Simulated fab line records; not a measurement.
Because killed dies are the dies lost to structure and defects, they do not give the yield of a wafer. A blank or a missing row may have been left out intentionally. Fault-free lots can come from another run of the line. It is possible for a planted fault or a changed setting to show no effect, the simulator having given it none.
Lot-split experiment + flow n5 finfet + 21 wafers read from 7 lots, route of 1938 steps

## THE SPLIT ITSELF
At N5_BEOL_M14_ILD_DEP_00 (deposits SiO2 from TEOS/O2, target thk 1119.3 nm, time 237.4 s), the setting temp c was moved away from the recipe's 400 C on 7 of the 21 wafers read, by -1.5% to +2.0%. For the rest of the wafers, this setting stayed at what the recipe calls for.

No step appears in the file between the split and the reading.

## THE READING
M14_ILD_THK, in nm, at N5_BEOL_M14_THK_MEAS_01. A value of 1115 nm with a standard deviation of 17 nm is what fault-free wafers of this fab line usually give.

| wafer  | tool, chamber at the split | temp c as run, C | against the recipe | M14_ILD_THK, nm | against lot-mates on the recipe |
|--------|----------------------------|------------------|--------------------|-----------------|---------------------------------|
| L076.3 | pecvd-04, 1                | 400              | recipe             | 1119            | -                               |
| L076.4 | pecvd-04, 2                | 407.2            | +1.8%              | 1080            | -40                             |
| L076.6 | pecvd-04, 1                | 400              | recipe             | 1120            | -                               |
| L079.1 | pecvd-01, 1                | 400              | recipe             | 1098            | -                               |
| L079.4 | pecvd-01, 1                | 400              | recipe             | 1121            | -                               |
| L079.6 | pecvd-01, 0                | 400              | recipe             | 1114            | -                               |
| L086.1 | pecvd-03, 2                | 400              | recipe             | 1123            | -                               |
| L086.2 | pecvd-03, 1                | 400              | recipe             | 1114            | -                               |
| L086.3 | pecvd-03, 0                | 394.3            | -1.4%              | 1142            | +24                             |
| L091.1 | pecvd-03, 2                | 407.9            | +2.0%              | 1020            | -87                             |
| L091.2 | pecvd-03, 0                | 400              | recipe             | 1089            | -                               |
| L091.4 | pecvd-03, 2                | 400              | recipe             | 1125            | -                               |
| L094.1 | pecvd-04, 1                | 405.3            | +1.3%              | 1051            | -48                             |
| L094.2 | pecvd-04, 0                | 400              | recipe             | 1095            | -                               |
| L094.6 | pecvd-04, 0                | 400              | recipe             | 1102            | -                               |
| L092.2 | pecvd-04, 0                | 400              | recipe             | 1100            | -                               |
| L092.4 | pecvd-04, 2                | 393.9            | -1.5%              | 1177            | +72                             |
| L092.6 | pecvd-04, 0                | 400              | recipe             | 1111            | -                               |
| L096.1 | pecvd-04, 2                | 400              | recipe             | 1131            | -                               |
| L096.2 | pecvd-04, 0                | 403.8            | +1.0%              | 1073            | -58                             |
| L096.6 | pecvd-04, 0                | 403.8            | +1.0%              | 1085            | -46                             |

THE FIT
A straight line over all 21 wafers: M14_ILD_THK changes by -34.6 nm for each +1% of temp c; r = -0.89; the points scatter about the line by 15 nm.
The same after taking each lot's own level away (the mean of its wafers on the recipe; 21 wafers): -35.9 nm for each +1%; r = -0.91; scatter 14 nm.
That fit puts the effect of the largest move of temp c on the reading at 71 nm.
From 1098.5 to 1131.0 nm: that is the span of the lots' own levels, equal to 1.9 times the standard deviation above.
So the lot-to-lot level changes the slope little: the two slopes agree.
Check: with one of the wafers moved furthest among these (+2.0%) left out of the fit, the line predicts -67.3 nm for it against its lot-mates. Against them it came out at -87 nm.

## OTHER SPLITS ON THESE WAFERS
Other splits were also applied to these wafers ahead of the reading. Each is held against what the fit with the lots' levels taken away leaves over:
| other split on the same wafers        | wafers away from the commonest value | r with M14_ILD_THK (lot level and that fit taken away) |
|---------------------------------------|--------------------------------------|--------------------------------------------------------|
| N5_BEOL_M11_ILD_DEP_00 time s         | 6                                    | +0.04                                                  |
| N5_BEOL_M11_EXPOSE_08 dose mj         | 7                                    | -0.28                                                  |
| N5_BEOL_M12_ETCH_68 time s            | 9                                    | -0.13                                                  |
| N5_BEOL_M13_PEB_26 peb time s         | 9                                    | +0.09                                                  |
| N5_BEOL_M13_DEVELOP_27 develop time s | 10                                   | -0.03                                                  |

## THE WHOLE CHAIN: every reading that the file lists as answering this split, in the file's order
| step                    | what it does                                                   | reading                                                                             | change (the file's fit)              | r (the file's) |
|-------------------------|----------------------------------------------------------------|-------------------------------------------------------------------------------------|--------------------------------------|----------------|
| N5_BEOL_M14_ILD_DEP_00  | deposits SiO2 from TEOS/O2, target thk 1119.3 nm, time 237.4 s | SiO2_of_BEOL_M14_ILD_DEP_00.thk nm (the simulator's own value, which no gauge read) | -35.3 nm for each +1% of the setting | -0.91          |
| N5_BEOL_M14_THK_MEAS_01 |                                                                | M14_ILD_THK                                                                         | -35.2 for each +1% of the setting    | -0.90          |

## FILE'S OWN FIT
M14_ILD_THK changes by -35.2 nm for each +1% of temp c, r = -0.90.
